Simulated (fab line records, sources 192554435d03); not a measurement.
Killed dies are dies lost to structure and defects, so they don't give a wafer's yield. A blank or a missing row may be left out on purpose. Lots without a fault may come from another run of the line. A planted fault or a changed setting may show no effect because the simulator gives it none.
fab line records | flow n5_finfet
record lots=10 wafers=26 last_day=17
route steps=1938 shown STI_FIN_REVEAL@183 DUMMY_GATE@219 BEOL_M4@1111 PASSIVATION@1936
lots that met no fault: from a run of the same line without faults
start_h: hours from the record's first day to the start of the lot's first wafer shown | wait_h: hours since the lot's step before | " the same as in the row above | L1.1+2: a row that stands for several wafers | - no value, or no start given | * or withheld: withheld | < > ~ a bound
route shown NAME@n: a module of which the file shows steps, and the number in the route of the first | usual: mean/standard deviation of fault-free wafers | same: alike in all rows | chamber/n: place in a boat | sites: the reading at each site | _std_site: their standard deviation | _edge_site: outer sites' mean less inner sites' | radius_mm: how far each site lies from the wafer's centre | mask NAME#n: copy n | behind: the tool/chamber that last shaped the wafer | hold: why the lot was held/for how many hours/how that ended | device: the transistor (n, p or np) that didn't switch | end of line: the same wafers' tests at the end of the route | a step without rows: its recipe alone | killed: dies lost to structure and defects at the first sort, not the wafer's yield | map: a wafer's dies, x killed, . not, _ none there
set.NAME: the setting as run; set.NAME@STEP: as run at that earlier step | model.NAME: the simulator's own value behind a step, which no gauge read
steps of the route over a sample of lots; a table a step, a row a wafer
services: from which hour (start_h, from the record's first day; less than 0 if before it) a tool's chamber was out of use, for how many hours, and why
## steps
# step N5_STI_FIN_REVEAL_ALD_00
# recipe material=SiO2 target_thk_a=10 temp_c=300 ald_precursor_family=BDEAS ald_co_reactant=O2-plasma pulse_time_s=1 pressure_torr=2
# usual heater_power_w=485/38 precursor_pulse_height_rel=0.998/0.019
# columns lot.wafer tool chamber start_h wait_h heater_power_w precursor_pulse_height_rel
L643.2 ald_sin-01 3 29.03 0.0 503 0.999
L643.3 " 2 " " 479 1.005
L643.4 " 1 " " 537 0.980
L646.3 ald_sin-03 1 47.95 0.0 427 1.026
L646.4 " 2 " " 486 0.998
L646.6 " 1 " " 425 0.992
L648.2 ald_sin-03 1 62.65 0.0 440 0.961
L648.4 " 3 " " 526 1.019
L648.6 " 3 " " 511 1.033
L650.1 ald_sin-03 1 71.38 0.0 434 0.996
L650.2 " 0 " " 503 0.959
L650.5 " 0 " " 510 1.004
L654.1 ald_sin-04 1 97.60 1.0 548 0.994
L654.4 " 3 " " 457 1.023
L654.5 " 3 " " 467 1.004
L655.5 ald_sin-03 0 101.41 0.1 488 0.994
L655.6 " 3 " " 485 1.007
L658.2 ald_sin-03 0 117.48 0.0 485 1.020
L658.4 " 1 " " 422 1.031
L658.6 " 2 " " 512 0.994
L663.1 ald_sin-04 2 147.85 0.2 512 0.989
L663.2 " 3 " " 471 0.999
L664.1 ald_sin-01 1 153.64 0.0 531 1.003
L664.2 " 2 " " 478 0.959
L665.2 ald_sin-01 0 160.83 0.0 413 0.978
L665.3 " 1 " " 523 0.987
# step N5_STI_FIN_REVEAL_STRIP_24
# recipe chemistry=N2/H2 time_s=90 power_w=100 temp_c=40 pressure_mtorr=100 rf_frequency_hz=6e+07 bias_power_w=3 n2_flow_sccm=300 h2_flow_sccm=300
# usual drypump_motor_current_A=5.7/0.33 h2_flow_sccm=300.1/0.88 oes_product_au=0.80/0.086 rf_vpp_V=45.2/0.85 showerhead_plenum_p_Torr=3.40/0.1 throttle_valve_pct=12.16/0.27
# columns lot.wafer tool chamber start_h wait_h drypump_motor_current_A h2_flow_sccm oes_product_au rf_hours_counter_h rf_vpp_V showerhead_plenum_p_Torr throttle_valve_pct
L643.2 rie_diel-01 0 34.69 0.0 5.2 301.2 0.69 238 45.7 3.51 12.66
L643.3 " 1 " " 5.6 298.9 0.78 140 44.9 3.54 12.52
L643.4 " 0 " " 5.1 300.3 0.69 - 46.2 3.51 12.66
L646.3 rie_diel-01 2 54.22 0.0 5.9 300.2 0.71 196 45.1 3.23 12.62
L646.4 " 0 " " 5.1 301.0 0.69 247 45.4 3.51 12.68
L646.6 " 2 " " 5.9 300.3 0.71 - 44.8 3.23 12.61
L648.2 rie_diel-06 1 68.48 0.0 5.9 299.4 0.69 208 45.1 3.47 12.36
L648.4 " 0 " " 5.6 299.5 0.91 11 44.0 3.35 11.94
L648.6 " 3 " " 6.1 298.8 0.87 - 45.5 3.42 11.89
L650.1 rie_diel-04 3 77.04 0.0 6.2 300.5 0.85 46 43.5 3.27 11.86
L650.2 " 2 " " 5.5 299.9 0.74 160 46.3 3.52 12.02
L650.5 " 3 " " 6.2 300.2 0.84 - 45.7 3.27 11.88
L654.1 rie_diel-01 3 103.25 0.0 5.6 298.0 0.89 37 44.9 3.43 12.14
L654.4 " 2 " " 5.9 300.5 0.70 216 44.0 3.22 12.65
L654.5 " 3 " " 5.5 299.5 0.90 - 44.8 3.43 12.15
L655.5 rie_diel-01 0 107.16 0.0 5.1 298.0 0.92 - 46.3 3.50 12.08
L655.6 " 1 " " 5.6 300.7 0.76 - 44.6 3.52 12.60
L658.2 rie_diel-01 0 123.61 0.0 5.1 301.8 0.90 16 44.8 3.50 12.09
L658.4 " 1 " " 5.6 300.3 0.75 176 44.6 3.52 12.60
L658.6 " 2 " " 5.9 300.0 0.70 - 45.3 3.21 12.68
L663.1 rie_diel-04 3 154.00 0.0 6.2 300.6 0.81 72 43.3 3.26 11.94
L663.2 " 0 " " 6.2 300.9 0.89 34 46.5 3.45 11.92
L664.1 rie_diel-06 1 159.32 0.0 5.9 299.2 0.68 244 46.0 3.45 12.46
L664.2 " 2 " " 5.7 298.8 0.84 77 46.6 3.39 12.21
L665.2 rie_diel-04 0 166.54 0.0 6.2 300.8 0.89 39 45.5 3.45 11.90
L665.3 " 2 " " 5.5 300.3 0.71 192 45.8 3.50 12.09
# step N5_STI_FIN_REVEAL_RECESS_09
# recipe chemistry=HF/NH3 target=SiO2 afs_cycles=11 target_depth_a=425 temp_c=30 sublimation_temp_c=180 sublimation_time_s=60
# usual drypump_motor_current_A=5.51/0.26
# same afs_cycles=11
# columns lot.wafer tool chamber start_h wait_h drypump_motor_current_A
L643.2 vapor_etch-01 1 34.90 0.0 5.87
L643.3 " 0 " " 5.20
L643.4 " 1 " " 5.88
L646.3 vapor_etch-02 0 54.97 0.6 5.33
L646.4 " 1 " " 5.57
L646.6 " 0 " " 5.34
L648.2 vapor_etch-02 1 68.70 0.0 5.63
L648.4 " 1 " " 5.59
L648.6 " 1 " " 5.59
L650.1 vapor_etch-02 1 77.26 0.0 5.57
L650.2 " 0 " " 5.33
L650.5 " 1 78.32 1.1 5.58
L654.1 vapor_etch-02 1 103.48 0.0 5.58
L654.4 " 0 " " 5.32
L654.5 " 0 " " 5.33
L655.5 vapor_etch-01 0 108.39 1.1 5.21
L655.6 " 1 " " 5.89
L658.2 vapor_etch-02 1 123.82 0.0 5.61
L658.4 " 1 " " 5.59
L658.6 " 0 " " 5.32
L663.1 vapor_etch-02 1 154.21 0.0 5.60
L663.2 " 0 " " 5.34
L664.1 vapor_etch-02 0 159.54 0.0 5.33
L664.2 " 1 " " 5.57
L665.2 vapor_etch-02 0 166.75 0.0 5.32
L665.3 " 1 " " 5.55
# step N5_STI_FIN_REVEAL_FIN_H_MEAS_10
# usual trench_depth_nm=52.1/0.85
# columns lot.wafer tool chamber start_h wait_h trench_depth_nm
L643.2 ocd-01 - 37.61 0.0 52.4
L643.3 " - " " 52.9
L643.4 " - " " 52.5
L646.3 ocd-02 - 57.14 0.0 51.5
L646.4 " - " " 51.7
L646.6 " - " " 51.0
L648.2 ocd-02 - 71.43 0.0 51.9
L648.4 " - " " 51.8
L648.6 " - " " 51.7
L650.1 ocd-02 - 80.01 0.0 51.6
L650.2 " - " " 52.8
L650.5 " - " " 52.0
L654.1 ocd-02 - 106.17 0.0 53.3
L654.4 " - " " 51.7
L654.5 " - " " 52.8
L655.5 ocd-02 - 110.03 0.0 52.7
L655.6 " - " " 51.7
L658.2 ocd-02 - 126.52 0.0 52.2
L658.4 " - " " 51.6
L658.6 " - " " 50.4
L663.1 ocd-01 - 157.42 0.0 51.8
L663.2 " - " " 56.5
L664.1 ocd-01 - 162.34 0.0 53.1
L664.2 " - " " 57.5
L665.2 ocd-02 - 169.47 0.0 56.8
L665.3 " - " " 55.8
# step N5_DUMMY_GATE_THK_MEAS_05
# usual thk_nm=72.4/1.6
# columns lot.wafer tool chamber start_h wait_h thk_nm
L643.2 film_metro-01 - 44.10 0.1 70.9
L643.3 " - " " 72.4
L643.4 " - " " 73.2
L646.3 film_metro-02 - 61.42 0.2 70.2
L646.4 " - " " 71.8
L646.6 " - " " 71.7
L648.2 film_metro-01 - 75.73 0.1 72.0
L648.4 " - " " 72.4
L648.6 " - " " 72.1
L650.1 film_metro-01 - 84.56 0.2 73.2
L650.2 " - " " 72.2
L650.5 " - " " 73.1
L654.1 film_metro-02 - 110.48 0.2 74.3
L654.4 " - " " 76.3
L654.5 " - " " 75.0
L655.5 film_metro-01 - 114.38 0.1 73.8
L655.6 " - " " 72.5
L658.2 film_metro-01 - 130.80 0.2 70.6
L658.4 " - " " 70.7
L658.6 " - " " 70.2
L663.1 film_metro-02 - 161.68 0.2 70.7
L663.2 " - " " 71.0
L664.1 film_metro-02 - 166.63 0.1 73.3
L664.2 " - " " 71.8
L665.2 film_metro-01 - 173.86 0.1 74.3
L665.3 " - " " 69.6
# step N5_BEOL_M4_RC_MEAS_101
# usual DIBL_N=36.0/2.2 DIBL_P=35.9/2.6 IOFF_N=0.16/0.038 IOFF_P=0.21/0.042 ION_N=675/15 ION_P=463/10 SS_N=71.5/0.62 SS_P=73.2/0.76 VT_N=250/4.1 VT_P=-251/3.6
# columns lot.wafer tool chamber start_h wait_h DIBL_N[mV/V] DIBL_P[mV/V] IOFF_N[nA/um] IOFF_P[nA/um] ION_N[uA/um] ION_P[uA/um] SS_N[mV/dec] SS_P[mV/dec] VT_N[mV] VT_P[mV]
L643.2 prober-01 0 164.69 0.2 35.0 34.6 0.13 0.20 672 464 71.2 72.7 250 -250
L643.3 " 0 " " 32.8 32.3 0.11 0.17 658 457 70.6 72.4 256 -251
L643.4 " 0 " " 33.8 32.1 0.12 0.16 665 461 71.6 72.1 254 -251
L646.3 prober-02 0 194.41 0.3 33.3 33.6 0.12 0.15 657 446 70.9 73.0 253 -255
L646.4 " 0 " " 36.6 37.5 0.17 0.20 680 458 72.6 73.8 247 -251
L646.6 " 0 " " 34.8 34.4 0.14 0.15 656 444 71.8 73.3 251 -255
L648.2 prober-01 0 195.36 0.2 38.7 39.3 0.21 0.26 690 471 72.2 74.5 245 -249
L648.4 " 0 " " 36.1 35.5 0.16 0.19 675 459 72.4 73.7 249 -251
L648.6 " 0 " " 33.1 32.3 0.12 0.16 662 452 71.2 72.1 252 -253
L650.1 prober-01 0 214.28 0.0 36.5 35.6 0.15 0.20 672 462 71.5 73.3 249 -249
L650.2 " 0 " " 34.2 34.0 0.13 0.19 682 473 70.9 72.4 253 -250
L650.5 " 0 " " 35.0 34.3 0.13 0.19 673 465 70.7 72.6 251 -249
L654.1 prober-01 0 230.50 0.0 38.5 36.9 0.16 0.26 684 475 71.2 73.7 248 -247
L654.4 " 0 " " 32.9 30.5 0.09 0.17 639 447 70.3 72.9 257 -250
L654.5 " 0 " " 37.7 36.0 0.16 0.25 674 474 71.4 73.6 248 -245
L655.5 prober-01 0 247.91 0.6 34.9 34.8 0.14 0.18 681 466 71.4 72.5 250 -250
L655.6 " 0 " " 35.5 36.6 0.15 0.20 666 456 71.6 73.4 246 -254
L658.2 prober-01 0 264.52 0.2 35.9 34.9 0.14 0.17 670 458 71.9 73.3 253 -257
L658.4 " 0 " " 34.5 34.9 0.14 0.17 656 452 71.3 74.0 248 -256
L658.6 " 0 " " 33.3 32.4 0.10 0.15 632 438 71.4 73.3 254 -259
L664.1 prober-02 0 290.17 0.0 35.9 36.9 0.17 0.28 684 476 71.5 74.2 249 -243
L664.2 " 0 " " 34.7 34.7 0.15 0.23 719 497 71.4 72.2 250 -248
L663.1 prober-02 0 293.57 0.0 38.0 39.0 0.20 0.25 685 465 72.1 74.5 248 -251
L663.2 " 0 " " 34.0 35.1 0.14 0.19 725 492 71.3 72.9 250 -249
L665.2 prober-01 0 306.41 0.2 32.0 32.9 0.13 0.16 718 495 71.2 72.3 248 -254
L665.3 " 0 " " 36.8 40.1 0.21 0.25 724 496 72.7 74.4 243 -249
# step N5_PASSIVATION_PROBE_49
# usual defect_limited_yield=91.4/1.6 killed_at_M0_to_M3=35/10 killed_at_M4_up=12/4.7 killed_at_contacts=12/5.8 killed_at_front_end=38/12 killed_at_other=4/3.2 killed_dies=102/18 killed_on_rim=13/4.2 killed_open=68/14 killed_short=32/8 sort_bin_5_function=5.1/0.96 sort_bin_6_memory=3.2/0.77 sort_bin_8_speed=0.1/0.39 sort_n_pass=1078/20 sort_yield_pct=91.3/1.7
# same gross_dies=1180 killed_at_back_side=0 sort_bin_4_leakage[%]=0
# columns lot.wafer tool chamber start_h wait_h defect_limited_yield[%] killed_at_M0_to_M3 killed_at_M4_up killed_at_contacts killed_at_front_end killed_at_other killed_dies killed_on_rim killed_open killed_short sort_bin_5_function[%] sort_bin_6_memory[%] sort_bin_8_speed[%] sort_n_pass sort_yield_pct[%]
L643.2 prober-01 - 264.12 0.1 92.4 37 7 6 35 5 90 10 67 22 4.3 3.2 0 1090 92.4
L643.3 prober-01 - 264.17 0.1 94.2 22 5 2 35 4 68 9 40 28 3.5 2.1 0 1112 94.2
L643.4 prober-01 - 264.22 0.2 92.1 34 14 16 28 1 93 10 66 26 4.4 3.3 0 1087 92.1
L646.3 prober-02 - 298.86 0.1 90.6 43 16 13 33 6 111 12 72 37 5.9 3.4 0 1069 90.6
L646.4 prober-02 - 298.91 0.2 91.1 33 21 12 30 9 105 12 66 37 5.4 3.0 0 1075 91.1
L646.6 prober-02 - 299.01 0.3 92.0 27 11 9 43 4 94 9 55 35 4.9 2.9 0.2 1084 91.9
L654.1 prober-01 - 337.37 0.0 91.1 50 10 11 34 0 105 14 67 37 5.8 2.8 0 1075 91.1
L654.4 prober-01 - 337.52 0.2 87.5 58 10 11 68 1 148 18 93 50 7.8 3.8 3.6 990 83.9
L654.5 prober-01 - 337.57 0.2 88.0 59 13 24 46 0 142 25 95 46 6.9 4.7 0 1038 88.0
L655.5 prober-02 - 358.55 0.2 90.5 37 23 13 35 4 112 18 80 31 6.9 2.5 0 1068 90.5
L655.6 prober-02 - 358.60 0.3 89.8 34 15 14 52 5 120 19 76 44 6.3 3.7 0 1060 89.8
L658.2 prober-01 - 373.35 0.1 89.1 45 19 7 45 13 129 19 83 45 5.7 4.9 0 1051 89.1
L658.4 prober-01 - 373.45 0.2 89.9 46 17 11 36 9 119 18 91 28 6.4 3.6 0 1061 89.9
L658.6 prober-01 - 373.55 0.3 90.0 48 9 23 32 6 118 13 81 35 5.8 3.9 2.5 1033 87.5
L664.1 prober-02 - 390.75 0.4 91.0 41 14 17 33 1 106 12 72 33 5.3 3.1 0 1074 91.0
L664.2 prober-02 - 390.80 0.4 90.8 25 18 22 40 3 108 8 64 43 4.9 3.8 0 1072 90.8
L663.1 prober-01 - 394.30 0.0 93.0 18 8 10 35 12 83 17 52 31 4.4 2.5 0 1097 93.0
L663.2 prober-01 - 394.35 0.1 91.6 23 5 4 61 6 99 13 64 35 4.4 3.6 0 1081 91.6
L665.2 prober-01 - 408.45 0.1 94.0 16 11 15 23 6 71 10 42 29 3.4 2.1 0 1109 94.0
L665.3 prober-01 - 408.50 0.1 93.9 18 11 5 38 0 72 8 50 22 3.1 2.9 0 1108 93.9
# killed by level:class
L643.2 STI_FIN_REVEAL:geometric_particle:open=11 BEOL_M0_SAQP:geometric_particle:open=9 BEOL_M2:geometric_particle:open=8 DUMMY_GATE:geometric_particle:open=8 BEOL_M1:geometric_particle:open=8 FIN_SAQP:geometric_particle:open=5 MOL_CONTACT_COAG:geometric_particle:open=5 BEOL_M0_SAQP:geometric_particle:short=5
L643.3 STI_FIN_REVEAL:geometric_particle:open=10 FIN_SAQP:geometric_particle:short=8 BEOL_M0_SAQP:geometric_particle:short=5 DUMMY_GATE:geometric_particle:open=4 BEOL_M2:geometric_particle:open=4 FIN_SAQP:geometric_particle:open=3 BEOL_M1:geometric_particle:open=3 STARTING-WAFER:geometric_particle:short=3
L643.4 MOL_CONTACT_COAG:geometric_particle:open=12 STI_FIN_REVEAL:geometric_particle:open=10 BEOL_M2:geometric_particle:open=9 BEOL_M0_SAQP:geometric_particle:open=7 BEOL_M4:geometric_particle:open=5 MOL_CONTACT_COAG:geometric_particle:short=4 BEOL_M0_SAQP:geometric_particle:short=4 BEOL_M1:geometric_particle:open=4
L646.3 BEOL_M2:geometric_particle:open=18 BEOL_M1:geometric_particle:open=11 MOL_CONTACT_COAG:geometric_particle:open=9 FIN_SAQP:geometric_particle:short=8 STI_FIN_REVEAL:geometric_particle:open=6 DUMMY_GATE:geometric_particle:open=6 BEOL_M4:geometric_particle:open=6 FIN_SAQP:geometric_particle:open=5
L646.4 BEOL_M4:geometric_particle:open=15 FIN_SAQP:geometric_particle:open=10 MOL_CONTACT_COAG:geometric_particle:open=10 BEOL_M2:geometric_particle:short=7 BEOL_M1:geometric_particle:open=6 BEOL_M3:geometric_particle:open=6 BEOL_M2:geometric_particle:open=5 FIN_SAQP:geometric_particle:short=4
L646.6 FIN_SAQP:geometric_particle:open=14 BEOL_M1:geometric_particle:open=11 FIN_SAQP:geometric_particle:short=9 MOL_CONTACT_COAG:geometric_particle:open=5 STI_FIN_REVEAL:geometric_particle:open=4 MOL_CONTACT_COAG:geometric_particle:short=4 DUMMY_GATE:geometric_particle:open=3 GATE_CUT:geometric_particle:short=3
L654.1 BEOL_M2:geometric_particle:open=13 BEOL_M0_SAQP:geometric_particle:short=10 MOL_CONTACT_COAG:geometric_particle:open=10 BEOL_M0_SAQP:geometric_particle:open=9 FIN_SAQP:geometric_particle:short=8 STI_FIN_REVEAL:geometric_particle:open=8 BEOL_M3:geometric_particle:open=6 BEOL_M2:geometric_particle:short=5
L654.4 FIN_SAQP:geometric_particle:open=20 FIN_SAQP:geometric_particle:short=19 BEOL_M0_SAQP:geometric_particle:short=16 BEOL_M3:geometric_particle:open=12 BEOL_M0_SAQP:geometric_particle:open=11 BEOL_M2:geometric_particle:open=11 STI_FIN_REVEAL:geometric_particle:open=10 MOL_CONTACT_COAG:geometric_particle:open=10
L654.5 MOL_CONTACT_COAG:geometric_particle:open=21 BEOL_M0_SAQP:geometric_particle:short=15 BEOL_M3:geometric_particle:open=15 FIN_SAQP:geometric_particle:open=10 BEOL_M0_SAQP:geometric_particle:open=9 BEOL_M2:geometric_particle:open=9 FIN_SAQP:geometric_particle:short=8 STI_FIN_REVEAL:geometric_particle:open=8
L655.5 MOL_CONTACT_COAG:geometric_particle:open=12 BEOL_M4:geometric_particle:open=11 STI_FIN_REVEAL:geometric_particle:open=10 BEOL_M0_SAQP:geometric_particle:open=10 BEOL_M2:geometric_particle:open=9 FIN_SAQP:geometric_particle:open=6 FIN_SAQP:geometric_particle:short=5 BEOL_M1:geometric_particle:open=5
L655.6 FIN_SAQP:geometric_particle:open=20 MOL_CONTACT_COAG:geometric_particle:open=13 FIN_SAQP:geometric_particle:short=11 BEOL_M0_SAQP:geometric_particle:short=9 BEOL_M2:geometric_particle:open=7 BEOL_M4:geometric_particle:open=6 BEOL_M0_SAQP:geometric_particle:open=5 BEOL_M3:geometric_particle:short=5
L658.2 BEOL_M0_SAQP:geometric_particle:open=13 FIN_SAQP:geometric_particle:short=12 STI_FIN_REVEAL:geometric_particle:open=12 BEOL_M0_SAQP:geometric_particle:short=12 BEOL_M4:geometric_particle:open=11 BEOL_M3:geometric_particle:open=9 FIN_SAQP:geometric_particle:open=7 MOL_CONTACT_COAG:geometric_particle:open=5
L658.4 BEOL_M3:geometric_particle:open=15 BEOL_M2:geometric_particle:open=11 STI_FIN_REVEAL:geometric_particle:open=9 MOL_CONTACT_COAG:geometric_particle:open=9 BEOL_M0_SAQP:geometric_particle:open=7 FIN_SAQP:geometric_particle:open=6 BEOL_M0_SAQP:geometric_particle:short=6 BEOL_M4:geometric_particle:open=6
L658.6 MOL_CONTACT_COAG:geometric_particle:open=21 BEOL_M0_SAQP:geometric_particle:short=14 BEOL_M0_SAQP:geometric_particle:open=13 BEOL_M3:geometric_particle:open=9 BEOL_M2:geometric_particle:open=8 STI_FIN_REVEAL:geometric_particle:open=7 ILD0:geometric_particle:open=5 DUMMY_GATE:geometric_particle:open=3
L664.1 MOL_CONTACT_COAG:geometric_particle:open=14 BEOL_M0_SAQP:geometric_particle:short=13 FIN_SAQP:geometric_particle:open=10 BEOL_M3:geometric_particle:open=7 GATE_CUT:geometric_particle:short=6 BEOL_M0_SAQP:geometric_particle:open=6 BEOL_M2:geometric_particle:open=6 FIN_SAQP:geometric_particle:short=5
L664.2 MOL_CONTACT_COAG:geometric_particle:open=15 FIN_SAQP:geometric_particle:short=13 BEOL_M4:geometric_particle:open=9 BEOL_M3:geometric_particle:open=8 FIN_SAQP:geometric_particle:open=7 MOL_CONTACT_COAG:geometric_particle:short=6 BEOL_M0_SAQP:geometric_particle:short=6 GATE_CUT:geometric_particle:short=3
L663.1 STI_FIN_REVEAL:geometric_particle:open=15 MIM_TOP:geometric_particle:short=8 FIN_SAQP:geometric_particle:short=6 MOL_CONTACT_COAG:geometric_particle:short=5 DUMMY_GATE:geometric_particle:open=5 MOL_CONTACT_COAG:geometric_particle:open=5 BEOL_M2:geometric_particle:open=5 BEOL_M4:geometric_particle:open=5
L663.2 STI_FIN_REVEAL:geometric_particle:open=17 DUMMY_GATE:geometric_particle:open=9 BEOL_M3:geometric_particle:open=8 FIN_SAQP:geometric_particle:open=7 FIN_SAQP:geometric_particle:short=6 MIM_TOP:geometric_particle:open=5 STARTING-WAFER:geometric_particle:short=5 STARTING-WAFER:geometric_particle:open=5
L665.2 MOL_CONTACT_COAG:geometric_particle:open=11 FIN_SAQP:geometric_particle:short=8 BEOL_M4:geometric_particle:open=7 BEOL_M2:geometric_particle:short=5 MOL_CONTACT_COAG:geometric_particle:short=4 FIN_SAQP:geometric_particle:open=3 STI_FIN_REVEAL:geometric_particle:open=3 BEOL_M3:geometric_particle:open=3
L665.3 FIN_SAQP:geometric_particle:open=10 STI_FIN_REVEAL:geometric_particle:open=7 FIN_SAQP:geometric_particle:short=6 BEOL_M2:geometric_particle:open=6 MOL_CONTACT_COAG:geometric_particle:open=5 STARTING-WAFER:geometric_particle:short=4 BEOL_M3:geometric_particle:open=4 STARTING-WAFER:geometric_particle:open=4
## services
# columns tool chamber start_h hours kind
ald_sin-03 2 7.26 4.0 repair
ald_sin-04 1 8.36 30.2 repair
vapor_etch-01 - 9.92 14.6 pm
ald_sin-03 2 19.50 4.5 repair
rie_diel-01 2 33.57 4.7 repair
rie_diel-06 - 36.66 28.1 pm
ald_sin-01 2 37.67 17.9 repair
ald_sin-04 3 47.30 10.1 repair
rie_diel-04 - 56.67 2.8 pm
rie_diel-01 0 59.73 - clean
rie_diel-01 0 59.73 - consumable_replace:focus_ring
rie_diel-01 0 59.73 18.3 scheduled_down
rie_diel-01 0 59.73 18.3 vent_cycle
rie_diel-01 3 64.59 9.1 repair
rie_diel-06 3 73.33 7.0 repair
ald_sin-03 2 73.47 9.4 repair
vapor_etch-01 - 75.51 0.5 repair
vapor_etch-01 0 84.13 4.2 repair
ald_sin-03 - 85.25 14.0 pm
vapor_etch-01 - 101.37 0.5 repair
rie_diel-04 0 102.22 2.3 repair
ald_sin-04 3 102.77 18.7 repair
ald_sin-01 1 144.50 5.2 repair
rie_diel-06 0 155.65 13.1 repair
## key
first_sign step=N5_STI_FIN_REVEAL_FIN_H_MEAS_10 reading=trench_depth_nm direction=up sigmas=5.3 usual=52.1 struck=56.7
effect step=N5_BEOL_M4_RC_MEAS_101 reading=ION_P direction=up sigmas=3.2 usual=463 struck=495
effect step=N5_BEOL_M4_RC_MEAS_101 reading=ION_N direction=up sigmas=3 usual=675 struck=721
met_at N5_STI_FIN_REVEAL_RECESS_09
struck_lots L663,L664,L665
struck_wafers L663.2,L664.2,L665.2,L665.3
not_acting_at N5_STI_FIN_REVEAL_ALD_00,N5_STI_FIN_REVEAL_STRIP_24,N5_DUMMY_GATE_THK_MEAS_05
onset_between 123.82 154.21
fault kind=process_parameter_drift tool=vapor_etch-02 chamber=- onset_h=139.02 steps=N5_STI_FIN_REVEAL_RECESS_09 channel=target_depth_a offset=35.513 shape=step end_h=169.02 scope=struck_wafers_only acts_in=these_recipes_only stated=425
